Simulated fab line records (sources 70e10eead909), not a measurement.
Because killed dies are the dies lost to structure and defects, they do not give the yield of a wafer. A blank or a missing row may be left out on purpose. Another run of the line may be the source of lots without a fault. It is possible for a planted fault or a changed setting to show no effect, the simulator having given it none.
fab line records + flow nand_harc
record:
- lots: 5
- wafers: 15
- last_day: 33
route steps=1302 shown A_M1@1175 END@1302
lots that met no fault: taken from a fault-free run of the same line
start_h: start of the lot's first displayed wafer, in hours after the record's first day + wait_h: hours since the lot's step before + " repeats the value in the row above + L1.1+2: several wafers, shown together as one row + - no value present, or no start provided + * or withheld: withheld + < > ~ a bound
route shown NAME@n: a module of which the file shows steps, and the number in the route of the first + usual: mean/standard deviation of fault-free wafers + same: alike in all rows + chamber/n: place in a boat + sites: each site's reading + _std_site: standard deviation across them + _edge_site: mean of outer sites minus mean of inner sites + radius_mm: how far each site lies from the wafer's centre + mask NAME#n: copy n + behind: the most recent tool/chamber to have shaped the wafer + hold: cause of the lot's hold/its duration in hours/its outcome + device: which transistor (n, p or np) failed to switch + end of line: the route-end tests of the same wafers + where a step has no rows: the recipe by itself + killed: at the first sort, the dies lost to defects and structure; wafer yield is something else + map: dies across one wafer; x = killed, . = not, _ = none there
set.NAME: the setting as run; set.NAME@STEP: as run at that earlier step + model.NAME: the simulator's own value behind a step, which no gauge read
lots at selected steps of the route; one table per step, one row per wafer
services: from which hour (start_h, from the record's first day; less than 0 if before it) a tool's chamber was out of use, for how many hours, and why
== steps ==
step: NHARC_A_M1_EBR_05
step: NHARC_A_M1_EXPOSE_06
recipe:
- na: 1.35
- target_cd_nm: 120
- dose_mj: 75.13
- mask_id: A_M1
step: NHARC_A_M1_PEB_07
recipe:
- peb_temp_c: 100
- peb_time_s: 65
step: NHARC_A_M1_DEVELOP_08
recipe:
- develop_time_s: 35
- dev_temp_c: 23
step: NHARC_A_M1_CD_MEAS_09
recipe:
- target_cd_nm: 120
- landing_energy_ev: 500
usual:
- cd_nm: 120.0/0.59
| lot.wafer | tool      | chamber | start_h | wait_h | cd_nm |
|-----------|-----------|---------|---------|--------|-------|
| L483.2    | cd_sem-01 | 0       | 547.15  | -      | 119.5 |
| L483.3    | "         | 0       | "       | "      | 119.8 |
| L483.5    | "         | 0       | "       | "      | 120.0 |
| L487.4    | cd_sem-03 | 0       | 600.96  | -      | 120.2 |
| L487.5    | "         | 0       | "       | "      | 118.3 |
| L487.6    | "         | 0       | "       | "      | 119.2 |
| L498.2    | cd_sem-03 | 0       | 704.50  | -      | 120.5 |
| L498.3    | "         | 0       | "       | "      | 119.8 |
| L498.4    | "         | 0       | "       | "      | 120.1 |
| L500.2    | cd_sem-01 | 0       | 729.55  | -      | 119.7 |
| L500.3    | "         | 0       | "       | "      | 120.2 |
| L500.5    | "         | 0       | "       | "      | 119.0 |
| L503.3    | cd_sem-01 | 0       | 748.24  | -      | 120.3 |
| L503.4    | "         | 0       | "       | "      | 119.9 |
| L503.5    | "         | 0       | "       | "      | 119.7 |
step: NHARC_A_M1_OVL_MEAS_10
recipe:
- pitch_nm: 240
usual:
- overlay_x_nm: 0.2/0.75
- overlay_y_nm: -0.3/0.89
| lot.wafer | tool       | chamber | start_h | wait_h | overlay_x_nm | overlay_y_nm |
|-----------|------------|---------|---------|--------|--------------|--------------|
| L483.2    | overlay-01 | -       | 547.23  | -      | -0.1         | -0.8         |
| L483.3    | "          | -       | "       | "      | 0.0          | -0.5         |
| L483.5    | "          | -       | "       | "      | -0.7         | -0.6         |
| L487.4    | overlay-02 | -       | 601.04  | -      | 0.4          | -1.3         |
| L487.5    | "          | -       | "       | "      | 0.2          | -1.0         |
| L487.6    | "          | -       | "       | "      | 0.1          | -1.2         |
| L498.2    | overlay-02 | -       | 704.58  | -      | -0.1         | 0.8          |
| L498.3    | "          | -       | "       | "      | 0.4          | 0.9          |
| L498.4    | "          | -       | "       | "      | 0.4          | 0.9          |
| L500.2    | overlay-01 | -       | 729.64  | -      | -0.5         | 0.5          |
| L500.3    | "          | -       | "       | "      | -0.5         | 0.2          |
| L500.5    | "          | -       | "       | "      | -0.8         | 0.5          |
| L503.3    | overlay-02 | -       | 748.33  | -      | 1.5          | -1.3         |
| L503.4    | "          | -       | "       | "      | 1.9          | -1.6         |
| L503.5    | "          | -       | "       | "      | 2.0          | -1.6         |
step: NHARC_A_M1_INSPECT_11
usual:
- raw_defect_count: 76/39
| lot.wafer | tool              | chamber | start_h | wait_h | raw_defect_count |
|-----------|-------------------|---------|---------|--------|------------------|
| L483.2    | defect_inspect-02 | -       | 547.27  | 0.0    | 60               |
| L483.3    | "                 | -       | "       | "      | 60               |
| L483.5    | "                 | -       | "       | "      | 73               |
| L487.4    | defect_inspect-02 | -       | 601.08  | 0.0    | 36               |
| L487.5    | "                 | -       | "       | "      | 42               |
| L487.6    | "                 | -       | "       | "      | 24               |
| L498.2    | defect_inspect-02 | -       | 704.62  | 0.0    | 48               |
| L498.3    | "                 | -       | "       | "      | 50               |
| L498.4    | "                 | -       | "       | "      | 44               |
| L500.2    | defect_inspect-01 | -       | 729.68  | 0.0    | 47               |
| L500.3    | "                 | -       | "       | "      | 36               |
| L500.5    | "                 | -       | "       | "      | 42               |
| L503.3    | defect_inspect-01 | -       | 748.36  | 0.0    | 85               |
| L503.4    | "                 | -       | "       | "      | 82               |
| L503.5    | "                 | -       | "       | "      | 92               |
step: NHARC_A_M1_DESCUM_14
recipe:
- time_s: 3
- o2_flow_sccm: 200
- ar_flow_sccm: 0
- bias_power_w: 0
- chemistry: O2
usual:
- drypump_motor_current_A: 5.7/0.48
- oes_product_au: 0.997/0.0088
- rf_vpp_V: 57.6/0.86
- showerhead_plenum_p_Torr: 1.89/0.096
- throttle_valve_pct: 11.312/0.0087
same:
- bias_power_w: 0
| lot.wafer | tool        | chamber | start_h | wait_h | drypump_motor_current_A | oes_product_au | rf_hours_counter_h | rf_vpp_V | showerhead_plenum_p_Torr | throttle_valve_pct |
|-----------|-------------|---------|---------|--------|-------------------------|----------------|--------------------|----------|--------------------------|--------------------|
| L483.2    | rie_diel-12 | 3       | 547.34  | 0.1    | 6.1                     | 0.993          | 8.3                | 55.3     | 1.87                     | 11.328             |
| L483.3    | "           | 1       | "       | "      | 6.1                     | 1.005          | 8.1                | 57.0     | 1.83                     | 11.311             |
| L483.5    | "           | 2       | "       | "      | 4.7                     | 1.003          | -                  | 58.1     | 1.98                     | 11.315             |
| L487.4    | rie_diel-06 | 0       | 601.16  | 0.1    | 5.2                     | 0.999          | 3.0                | 57.2     | 1.78                     | 11.309             |
| L487.5    | "           | 2       | "       | "      | 5.6                     | 0.992          | -                  | 58.5     | 2.06                     | 11.315             |
| L487.6    | "           | 3       | "       | "      | 6.0                     | 1.014          | -                  | 57.2     | 1.82                     | 11.309             |
| L498.2    | rie_diel-06 | 3       | 704.69  | 0.1    | 6.0                     | 0.980          | 0.9                | 56.1     | 1.82                     | 11.310             |
| L498.4    | "           | 0       | "       | "      | 5.2                     | 1.002          | 0.9                | 56.4     | 1.78                     | 11.314             |
| L498.3    | "           | 1       | "       | "      | 6.5                     | 0.992          | 1.0                | 58.0     | 1.91                     | 11.315             |
| L500.3    | rie_diel-06 | 2       | 729.74  | 0.1    | 5.6                     | 1.012          | 1.5                | 58.2     | 2.06                     | 11.308             |
| L500.2    | "           | 1       | "       | "      | 6.5                     | 1.003          | 1.4                | 58.3     | 1.91                     | 11.298             |
| L500.5    | "           | 3       | "       | "      | 6.0                     | 0.999          | -                  | 57.2     | 1.82                     | 11.311             |
| L503.3    | rie_diel-12 | 2       | 748.42  | 0.1    | 4.7                     | 1.003          | 5.1                | 56.8     | 1.98                     | 11.301             |
| L503.4    | "           | 3       | "       | "      | 6.1                     | 0.996          | 5.1                | 57.9     | 1.87                     | 11.315             |
| L503.5    | "           | 3       | "       | "      | 6.1                     | 0.992          | -                  | 58.1     | 1.87                     | 11.306             |
step: NHARC_A_M1_ETCH_35
recipe:
- target_depth_a: 400
- overetch_a: 120
- time_s: 43.94
- ion_energy_ev: 200
- n2_flow_sccm: 150
- h2_flow_sccm: 150
- ar_flow_sccm: 0
- rf_w: 400
- bias_w: 150
- chemistry: N2/H2
usual:
- drypump_motor_current_A: 5.7/0.48
- oes_product_au: 0.997/0.009
- rf_vpp_V: 429/3
- showerhead_plenum_p_Torr: 2.00/0.1
- throttle_valve_pct: 14.170/0.0085
| lot.wafer | tool        | chamber | start_h | wait_h | drypump_motor_current_A | oes_product_au | rf_hours_counter_h | rf_vpp_V | showerhead_plenum_p_Torr | throttle_valve_pct |
|-----------|-------------|---------|---------|--------|-------------------------|----------------|--------------------|----------|--------------------------|--------------------|
| L483.3    | rie_diel-12 | 3       | 547.42  | 0.1    | 6.1                     | 1.000          | 8.3                | 428      | 2.00                     | 14.171             |
| L483.2    | "           | 2       | "       | "      | 4.7                     | 0.985          | 8.9                | 433      | 2.11                     | 14.177             |
| L483.5    | "           | 3       | "       | "      | 6.1                     | 1.000          | -                  | 430      | 2.00                     | 14.163             |
| L487.4    | rie_diel-06 | 1       | 601.24  | 0.1    | 6.5                     | 1.005          | 3.1                | 430      | 2.04                     | 14.156             |
| L487.5    | "           | 3       | "       | "      | 6.0                     | 1.000          | -                  | 427      | 1.93                     | 14.175             |
| L487.6    | "           | 0       | "       | "      | 5.2                     | 0.998          | -                  | 426      | 1.90                     | 14.169             |
| L498.3    | rie_diel-06 | 0       | 704.76  | 0.1    | 5.2                     | 1.003          | 1.0                | 425      | 1.90                     | 14.174             |
| L498.4    | "           | 1       | "       | "      | 6.5                     | 0.986          | 1.0                | 430      | 2.04                     | 14.168             |
| L498.2    | "           | 3       | "       | "      | 6.0                     | 0.996          | 0.9                | 428      | 1.93                     | 14.174             |
| L500.3    | rie_diel-06 | 0       | 729.82  | 0.1    | 5.2                     | 1.003          | 1.4                | 426      | 1.90                     | 14.183             |
| L500.2    | "           | 1       | "       | "      | 6.4                     | 0.988          | 1.4                | 429      | 2.04                     | 14.159             |
| L500.5    | "           | 0       | "       | "      | 5.2                     | 0.999          | -                  | 426      | 1.90                     | 14.172             |
| L503.4    | rie_diel-12 | 3       | 748.51  | 0.1    | 6.1                     | 1.001          | 5.1                | 428      | 1.99                     | 14.176             |
| L503.3    | "           | 1       | "       | "      | 6.2                     | 1.018          | 4.7                | 429      | 1.95                     | 14.172             |
| L503.5    | "           | 3       | "       | "      | 6.1                     | 0.995          | -                  | 430      | 1.99                     | 14.170             |
step: NHARC_A_M1_ETCH_15
recipe:
- target_depth_a: 1825
- time_s: 91.2
- c4f8_flow_sccm: withheld
- ar_flow_sccm: 400
- rf_w: 600
- bias_w: 300
- chemistry: C4F8/Ar
usual:
- oes_product_au: 0.947/0.022
- rf_vpp_V: 439.9/2.9
| lot.wafer | tool        | chamber | start_h | wait_h | oes_product_au | rf_hours_counter_h | rf_vpp_V |
|-----------|-------------|---------|---------|--------|----------------|--------------------|----------|
| L483.3    | rie_diel-12 | 1       | -       | -      | 0.927          | 8.2                | 438.1    |
| L483.2    | "           | 3       | "       | "      | 0.912          | 8.4                | 439.7    |
| L483.5    | "           | 0       | "       | "      | 0.919          | -                  | 445.0    |
| L487.4    | rie_diel-06 | 0       | -       | -      | 0.959          | 3.0                | 436.8    |
| L487.6    | "           | 3       | "       | "      | 0.961          | -                  | 438.5    |
| L487.5    | "           | 0       | "       | "      | 0.947          | -                  | 436.7    |
| L498.2    | rie_diel-06 | 0       | -       | -      | 0.986          | 1.0                | 438.0    |
| L498.4    | "           | 1       | "       | "      | 0.965          | 1.0                | 442.0    |
| L498.3    | "           | 2       | "       | "      | 0.963          | 1.0                | 446.6    |
| L500.2    | rie_diel-06 | 1       | -       | -      | 0.959          | 1.5                | 440.5    |
| L500.3    | "           | 2       | "       | "      | 0.968          | 1.5                | 444.9    |
| L500.5    | "           | 2       | "       | "      | 0.963          | -                  | 444.6    |
| L503.3    | rie_diel-12 | 0       | -       | -      | 0.941          | 4.8                | 444.5    |
| L503.4    | "           | 3       | "       | "      | 0.921          | 5.2                | 441.0    |
| L503.5    | "           | 1       | "       | "      | 0.933          | -                  | 438.9    |
step: NHARC_A_M1_CD_MEAS_16
usual:
- cd_nm: 119.8/0.77
| lot.wafer | tool      | chamber | start_h | wait_h | cd_nm |
|-----------|-----------|---------|---------|--------|-------|
| L483.2    | cd_sem-01 | -       | 547.64  | -      | 119.0 |
| L483.3    | "         | -       | "       | "      | 119.2 |
| L483.5    | "         | -       | "       | "      | 120.5 |
| L487.4    | cd_sem-02 | -       | 601.45  | -      | 119.2 |
| L487.5    | "         | -       | "       | "      | 118.5 |
| L487.6    | "         | -       | "       | "      | 119.1 |
| L498.2    | cd_sem-01 | -       | 704.99  | -      | 120.4 |
| L498.3    | "         | -       | "       | "      | 120.2 |
| L498.4    | "         | -       | "       | "      | 119.4 |
| L500.2    | cd_sem-03 | -       | 730.05  | -      | 119.5 |
| L500.3    | "         | -       | "       | "      | 120.9 |
| L500.5    | "         | -       | "       | "      | 118.4 |
| L503.3    | cd_sem-02 | -       | 748.73  | -      | 119.7 |
| L503.4    | "         | -       | "       | "      | 120.2 |
| L503.5    | "         | -       | "       | "      | 120.1 |
step: NHARC_A_M1_STRIP_18
recipe:
- power_w: 1000
- n2_flow_sccm: 150
- h2_flow_sccm: 150
- ar_flow_sccm: 0
- bias_w: 0
- chemistry: N2/H2
usual:
- drypump_motor_current_A: 5.7/0.41
- oes_product_au: 0.996/0.0081
- rf_vpp_V: 90.3/1.1
- showerhead_plenum_p_Torr: 1.98/0.097
- throttle_valve_pct: 14.173/0.0084
| lot.wafer | tool        | chamber | start_h | wait_h | drypump_motor_current_A | oes_product_au | rf_hours_counter_h | rf_vpp_V | showerhead_plenum_p_Torr | throttle_valve_pct |
|-----------|-------------|---------|---------|--------|-------------------------|----------------|--------------------|----------|--------------------------|--------------------|
| L483.2    | rie_diel-03 | 3       | 547.71  | 0.1    | 6.1                     | 0.995          | 3.6                | 89.4     | 1.96                     | 14.168             |
| L483.3    | "           | 1       | "       | "      | 5.3                     | 0.988          | 2.8                | 90.9     | 1.90                     | 14.167             |
| L483.5    | "           | 0       | "       | "      | 5.5                     | 0.986          | -                  | 90.7     | 2.02                     | 14.170             |
| L487.4    | rie_diel-03 | 3       | 601.57  | 0.1    | 6.1                     | 1.005          | 5.8                | 88.6     | 1.96                     | 14.172             |
| L487.5    | "           | 1       | "       | "      | 5.3                     | 0.996          | -                  | 88.6     | 1.90                     | 14.176             |
| L487.6    | "           | 2       | "       | "      | 5.9                     | 1.004          | -                  | 89.8     | 1.88                     | 14.176             |
| L498.4    | rie_diel-03 | 3       | 705.06  | 0.1    | 6.1                     | 1.005          | 2.9                | 90.3     | 1.96                     | 14.174             |
| L498.3    | "           | 1       | "       | "      | 5.3                     | 1.009          | 2.9                | 88.4     | 1.90                     | 14.163             |
| L498.2    | "           | 2       | "       | "      | 5.9                     | 0.998          | 2.7                | 91.0     | 1.88                     | 14.166             |
| L500.2    | rie_diel-03 | 1       | 730.12  | 0.1    | 5.3                     | 1.000          | 3.9                | 89.3     | 1.90                     | 14.170             |
| L500.3    | "           | 0       | "       | "      | 5.6                     | 0.990          | 4.0                | 90.2     | 2.02                     | 14.163             |
| L500.5    | "           | 2       | "       | "      | 5.9                     | 1.005          | -                  | 89.3     | 1.88                     | 14.175             |
| L503.4    | rie_diel-06 | 3       | 748.80  | 0.1    | 6.0                     | 1.005          | 2.0                | 90.1     | 1.93                     | 14.181             |
| L503.3    | "           | 1       | "       | "      | 6.5                     | 0.995          | 2.0                | 90.8     | 2.03                     | 14.174             |
| L503.5    | "           | 0       | "       | "      | 5.2                     | 1.010          | -                  | 90.2     | 1.90                     | 14.165             |
step: NHARC_A_M1_ETCH_28
recipe:
- target_depth_a: 300
- over_etch_frac: 0.3
- time_s: 72.99
- ion_energy_ev: 150
- cf4_flow_sccm: 50
- n2_flow_sccm: 100
- ar_flow_sccm: 150
- rf_w: 300
- bias_w: 100
- chemistry: CF4/N2
usual:
- drypump_motor_current_A: 5.7/0.41
- oes_product_au: 0.996/0.0085
- rf_vpp_V: 313.0/2.2
- showerhead_plenum_p_Torr: 2.56/0.12
- throttle_valve_pct: 19.795/0.0092
| lot.wafer | tool        | chamber | start_h | wait_h | drypump_motor_current_A | oes_product_au | rf_hours_counter_h | rf_vpp_V | showerhead_plenum_p_Torr | throttle_valve_pct |
|-----------|-------------|---------|---------|--------|-------------------------|----------------|--------------------|----------|--------------------------|--------------------|
| L483.2    | rie_diel-03 | 2       | 547.96  | -      | 5.9                     | 0.997          | 3.8                | 310.3    | 2.44                     | 19.793             |
| L483.3    | "           | 3       | "       | "      | 6.0                     | 1.003          | 3.7                | 312.1    | 2.54                     | 19.800             |
| L483.5    | "           | 1       | "       | "      | 5.3                     | 0.988          | -                  | 311.7    | 2.47                     | 19.801             |
| L487.4    | rie_diel-03 | 0       | 601.76  | -      | 5.6                     | 0.999          | 5.3                | 312.5    | 2.60                     | 19.800             |
| L487.5    | "           | 0       | "       | "      | 5.5                     | 0.823          | -                  | 313.0    | 2.60                     | 19.779             |
| L487.6    | "           | 1       | "       | "      | 5.3                     | 0.989          | -                  | 311.0    | 2.46                     | 19.782             |
| L498.4    | rie_diel-03 | 0       | 705.30  | -      | 5.5                     | 0.995          | 3.1                | 313.7    | 2.60                     | 19.796             |
| L498.2    | "           | 1       | "       | "      | 5.3                     | 1.016          | 2.9                | 311.2    | 2.46                     | 19.792             |
| L498.3    | "           | 3       | "       | "      | 6.0                     | 1.001          | 3.0                | 313.0    | 2.53                     | 19.802             |
| L500.2    | rie_diel-03 | 0       | 730.38  | -      | 5.5                     | 0.997          | 4.0                | 314.3    | 2.60                     | 19.801             |
| L500.3    | "           | 1       | "       | "      | 5.3                     | 0.991          | 3.9                | 311.9    | 2.46                     | 19.803             |
| L500.5    | "           | 3       | "       | "      | 6.0                     | 0.994          | -                  | 312.1    | 2.53                     | 19.797             |
| L503.3    | rie_diel-06 | 2       | 749.04  | -      | 5.6                     | 1.001          | 2.0                | 317.6    | 2.82                     | 19.794             |
| L503.4    | "           | 3       | "       | "      | 6.0                     | 1.003          | 2.1                | 312.2    | 2.50                     | 19.789             |
| L503.5    | "           | 3       | "       | "      | 6.0                     | 0.995          | -                  | 312.1    | 2.50                     | 19.807             |
step: NHARC_A_M1_STRIP_19
recipe:
- time_s: 600
- temp_c: 30
- chemistry: post_etch_residue_remover
step: NHARC_END_SORT_01
recipe:
- temp_c: 25
usual:
- defect_limited_yield: 92.5/2.5
- killed_at_array: 46/16
- killed_at_other: 0.9/1.3
- killed_at_periphery: 4.1/3
- killed_dies: 51/17
- killed_open: 3.5/1.8
- killed_short: 2.5/1.8
- sort_bin_2_pct: 2.6/1.1
- sort_bin_3_pct: 0.6/0.37
- sort_bin_4_pct: 4.4/1.4
- sort_n_pass: 626/17
- sort_rim_yield_pct: 88/4.6
- sort_yield_pct: 92.5/2.5
same:
- gross_dies: 677
- sort_bin_5_pct[%]: 0
- sort_bin_6_pct[%]: 0
- sort_bin_7_pct[%]: 0
- sort_bin_8_pct[%]: 0
- sort_rim_n_gross: 106.00
| lot.wafer | tool      | chamber | start_h | wait_h | defect_limited_yield[%] | killed_at_array | killed_at_other | killed_at_periphery | killed_dies | killed_open | killed_short | sort_bin_2_pct[%] | sort_bin_3_pct[%] | sort_bin_4_pct[%] | sort_n_pass | sort_rim_yield_pct[%] | sort_yield_pct[%] |
|-----------|-----------|---------|---------|--------|-------------------------|-----------------|-----------------|---------------------|-------------|-------------|--------------|-------------------|-------------------|-------------------|-------------|-----------------------|-------------------|
| L483.2    | prober-02 | 0       | 588.54  | 2.8    | 94.8                    | 32              | 1               | 2                   | 35          | 2           | 3            | 2.4               | 0.1               | 2.7               | 642         | 90                    | 94.8              |
| L483.3    | prober-02 | 0       | 589.33  | 3.1    | 92.9                    | 46              | 0               | 2                   | 48          | 6           | 1            | 2.5               | 0.6               | 4.0               | 629         | 93                    | 92.9              |
| L483.5    | prober-02 | 0       | 590.89  | 3.6    | 93.5                    | 43              | 0               | 1                   | 44          | 1           | 0            | 2.4               | 0.4               | 3.7               | 633         | 91                    | 93.5              |
| L487.4    | prober-01 | 0       | 638.95  | 3.4    | 94.8                    | 33              | 0               | 2                   | 35          | 2           | 3            | 1.5               | 0                 | 3.7               | 642         | 89                    | 94.8              |
| L487.5    | prober-01 | 0       | 639.74  | 3.6    | 94.1                    | 39              | 1               | 0                   | 40          | 2           | 1            | 2.7               | 0.4               | 2.8               | 637         | 91                    | 94.1              |
| L487.6    | prober-01 | 0       | 640.52  | 3.9    | 97.3                    | 16              | 0               | 2                   | 18          | 0           | 0            | 1.0               | 0.1               | 1.5               | 659         | 93                    | 97.3              |
| L498.2    | prober-01 | 0       | 742.98  | 2.8    | 93.2                    | 46              | 0               | 0                   | 46          | 3           | 1            | 1.5               | 0.3               | 5.0               | 631         | 96                    | 93.2              |
| L498.3    | prober-01 | 0       | 743.76  | 3.1    | 92.6                    | 44              | 0               | 6                   | 50          | 3           | 0            | 2.2               | 0.4               | 4.7               | 627         | 91                    | 92.6              |
| L498.4    | prober-01 | 0       | 744.55  | 3.4    | 93.8                    | 40              | 0               | 2                   | 42          | 7           | 2            | 1.9               | 0.6               | 3.7               | 635         | 92                    | 93.8              |
| L500.2    | prober-01 | 0       | 771.51  | 2.8    | 93.2                    | 44              | 0               | 2                   | 46          | 2           | 1            | 1.5               | 0.3               | 5.0               | 631         | 88                    | 93.2              |
| L500.3    | prober-01 | 0       | 772.31  | 3.1    | 95.0                    | 32              | 0               | 2                   | 34          | 2           | 1            | 1.3               | 0.3               | 3.4               | 643         | 95                    | 95.0              |
| L500.5    | prober-01 | 0       | 773.92  | 3.7    | 92.8                    | 44              | 0               | 5                   | 49          | 3           | 6            | 2.1               | 0.6               | 4.6               | 628         | 91                    | 92.8              |
| L503.3    | prober-01 | 0       | 784.73  | 3.1    | 93.1                    | 42              | 2               | 3                   | 47          | 1           | 1            | 1.8               | 0.9               | 4.3               | 630         | 86                    | 93.1              |
| L503.4    | prober-01 | 0       | 785.52  | 3.4    | 91.3                    | 54              | 1               | 4                   | 59          | 5           | 2            | 3.5               | 0.6               | 4.6               | 618         | 93                    | 91.3              |
| L503.5    | prober-01 | 0       | 786.32  | 3.7    | 93.4                    | 39              | 4               | 2                   | 45          | 3           | 1            | 3.2               | 0.4               | 3.0               | 632         | 88                    | 93.4              |
killed by level:class
L483.2 A_CHANNEL_HOLE_D2:chamber_film_flake=20 A_CHANNEL_HOLE_D1:chamber_film_flake=4 A_ONON_D1:geometric_particle:short=2 A_M0:chamber_film_flake=2 A_ONON_D1:geometric_particle:open=1 A_ONON_D2:geometric_particle:short=1 A_WL_FILL:geometric_particle:open=1 P_STI:chamber_film_flake=1
L483.3 A_CHANNEL_HOLE_D2:chamber_film_flake=34 A_ONON_D1:geometric_particle:open=3 P_STI:chamber_film_flake=2 A_M0:chamber_film_flake=2 A_SOURCE_PLATE:geometric_particle:open=1 A_CHANNEL_FILL_D2:geometric_particle:open=1 A_WL_FILL:geometric_particle:short=1 A_WL_FILL:geometric_particle:open=1
L483.5 A_CHANNEL_HOLE_D2:chamber_film_flake=29 A_STAIRCASE:chamber_film_flake=3 A_M0:chamber_film_flake=3 A_ZERO_WELL:chamber_film_flake=2 A_CHANNEL_HOLE_D1:chamber_film_flake=2 A_CHANNEL_FILL_D2:chamber_film_flake=2 A_BLC:geometric_particle:open=1 P_STI:chamber_film_flake=1
L487.4 A_CHANNEL_HOLE_D2:chamber_film_flake=9 A_CONTACT:chamber_film_flake=7 A_BLC:chamber_film_flake=6 A_ONON_D2:geometric_particle:short=2 A_ZERO_WELL:chamber_film_flake=2 A_CHANNEL_HOLE_D1:chamber_film_flake=2 A_SLIT:chamber_film_flake=2 P_GATE:geometric_particle:open=1
L487.5 A_CHANNEL_HOLE_D2:chamber_film_flake=15 A_CONTACT:chamber_film_flake=7 A_M1:area_etch=6 A_CHANNEL_HOLE_D1:chamber_film_flake=3 A_BLC:chamber_film_flake=3 A_ONON_D2:geometric_particle:open=1 A_WL_FILL:geometric_particle:open=1 A_WL_FILL:geometric_particle:short=1
L487.6 A_CHANNEL_HOLE_D2:chamber_film_flake=7 A_CONTACT:chamber_film_flake=3 P_ZERO_WELL:chamber_film_flake=2 A_BLC:chamber_film_flake=2 A_ZERO_WELL:chamber_film_flake=1 A_CHANNEL_HOLE_D1:chamber_film_flake=1 A_CHANNEL_FILL_D2:chamber_film_flake=1 A_STAIRCASE:chamber_film_flake=1
L498.2 A_CHANNEL_HOLE_D1:chamber_film_flake=15 A_STAIRCASE:chamber_film_flake=13 A_CHANNEL_HOLE_D2:chamber_film_flake=5 A_SLIT:chamber_film_flake=5 A_CHANNEL_HOLE_D1:geometric_particle:open=1 A_CHANNEL_FILL_D2:geometric_particle:open=1 A_WL_FILL:geometric_particle:short=1 A_M0:geometric_particle:open=1
L498.3 A_CHANNEL_HOLE_D1:chamber_film_flake=19 A_STAIRCASE:chamber_film_flake=9 P_GATE:chamber_film_flake=5 A_WL_FILL:chamber_film_flake=5 A_CHANNEL_HOLE_D2:chamber_film_flake=2 A_CONTACT:chamber_film_flake=2 A_BONDPAD:chamber_film_flake=2 A_ONON_D1:geometric_particle:open=1
L498.4 A_CHANNEL_HOLE_D1:chamber_film_flake=10 A_CHANNEL_HOLE_D2:chamber_film_flake=7 A_SLIT:chamber_film_flake=7 A_STAIRCASE:chamber_film_flake=6 P_CONTACT:geometric_particle:open=2 A_SOURCE_PLATE:geometric_particle:short=1 A_CHANNEL_FILL_D1:geometric_particle:open=1 A_ONON_D2:geometric_particle:open=1
L500.2 A_CONTACT:chamber_film_flake=14 A_CHANNEL_HOLE_D1:chamber_film_flake=11 A_SLIT:chamber_film_flake=6 A_STAIRCASE:chamber_film_flake=5 A_BLC:geometric_particle:open=2 A_ONON_D1:geometric_particle:short=1 P_CONTACT:chamber_film_flake=1 P_GATE:chamber_film_flake=1
L500.3 A_CHANNEL_HOLE_D1:chamber_film_flake=15 A_CONTACT:chamber_film_flake=6 A_SLIT:chamber_film_flake=5 A_SGD_CUT:geometric_particle:open=1 A_WL_FILL:geometric_particle:short=1 A_WL_FILL:geometric_particle:open=1 P_ZERO_WELL:chamber_film_flake=1 P_CONTACT:chamber_film_flake=1
L500.5 A_CONTACT:chamber_film_flake=13 A_CHANNEL_HOLE_D1:chamber_film_flake=9 A_SLIT:chamber_film_flake=6 A_WL_FILL:geometric_particle:short=3 P_GATE:chamber_film_flake=3 A_ZERO_WELL:chamber_film_flake=2 A_CHANNEL_HOLE_D2:chamber_film_flake=2 A_CHANNEL_FILL_D2:chamber_film_flake=2
L503.3 A_CHANNEL_HOLE_D2:chamber_film_flake=17 A_STAIRCASE:chamber_film_flake=6 A_SLIT:chamber_film_flake=6 A_CHANNEL_HOLE_D1:chamber_film_flake=4 A_WL_FILL:chamber_film_flake=3 A_CONTACT:chamber_film_flake=3 P_ZERO_WELL:chamber_film_flake=2 THIN_TSV:chamber_film_flake=2
L503.4 A_CHANNEL_HOLE_D2:chamber_film_flake=25 A_CHANNEL_HOLE_D1:chamber_film_flake=8 A_SLIT:chamber_film_flake=7 A_STAIRCASE:chamber_film_flake=4 P_ZERO_WELL:chamber_film_flake=2 P_STI:chamber_film_flake=2 A_CONTACT:chamber_film_flake=2 A_ONON_D1:geometric_particle:open=1
L503.5 A_CHANNEL_HOLE_D2:chamber_film_flake=13 A_CHANNEL_HOLE_D1:chamber_film_flake=8 A_SLIT:chamber_film_flake=7 THIN_TSV:chamber_film_flake=4 A_SGD_CUT:chamber_film_flake=3 A_STAIRCASE:chamber_film_flake=3 A_ONON_D2:geometric_particle:open=1 A_STAIRCASE:geometric_particle:open=1
== services ==
| tool        | chamber | start_h | hours | kind   |
|-------------|---------|---------|-------|--------|
| rie_diel-03 | 0       | 535.28  | 8.8   | repair |
| rie_diel-06 | 0       | 542.20  | -     | clean  |
| rie_diel-06 | 1       | 542.20  | -     | clean  |
| rie_diel-06 | 2       | 542.20  | -     | clean  |
| rie_diel-06 | 3       | 542.20  | -     | clean  |
| rie_diel-06 | 3       | 561.85  | 2.5   | repair |
| rie_diel-06 | 0       | 566.72  | -     | clean  |
| rie_diel-06 | 1       | 566.72  | -     | clean  |
| rie_diel-06 | 2       | 566.72  | -     | clean  |
| rie_diel-06 | 3       | 566.72  | -     | clean  |
| rie_diel-12 | 0       | 568.70  | 16.6  | repair |
| rie_diel-12 | 1       | 570.43  | 6.3   | repair |
| rie_diel-06 | 0       | 591.22  | -     | clean  |
| rie_diel-06 | 1       | 591.22  | -     | clean  |
| rie_diel-06 | 2       | 591.22  | -     | clean  |
| rie_diel-12 | 0       | 619.64  | 9.3   | repair |
| rie_diel-12 | -       | 622.52  | 9.0   | pm     |
| rie_diel-03 | -       | 635.30  | 9.0   | pm     |
| rie_diel-12 | -       | 640.02  | 0.8   | repair |
| rie_diel-06 | -       | 661.20  | 9.0   | pm     |
| rie_diel-06 | -       | 672.38  | 3.3   | repair |
| rie_diel-03 | 0       | 673.36  | 3.5   | repair |
| rie_diel-03 | 0       | 719.12  | 2.7   | repair |
| rie_diel-03 | 1       | 737.62  | 4.8   | repair |
== key ==
first_sign:
- step: NHARC_A_M1_ETCH_28
- reading: oes_product_au
- direction: down
- sigmas: 20
- usual: 0.996
- struck: 0.823
effect none on later readings
met_at NHARC_A_M1_ETCH_28
struck_wafers L487.5
onset_between 547.96 601.76
fault:
- kind: process_parameter_drift
- tool: rie_diel-03
- chamber: -
- onset_h: 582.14
- steps: NHARC_A_M1_ETCH_28
- channel: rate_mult
- offset: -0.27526
- shape: step
- end_h: 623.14
- scope: struck_wafers_only
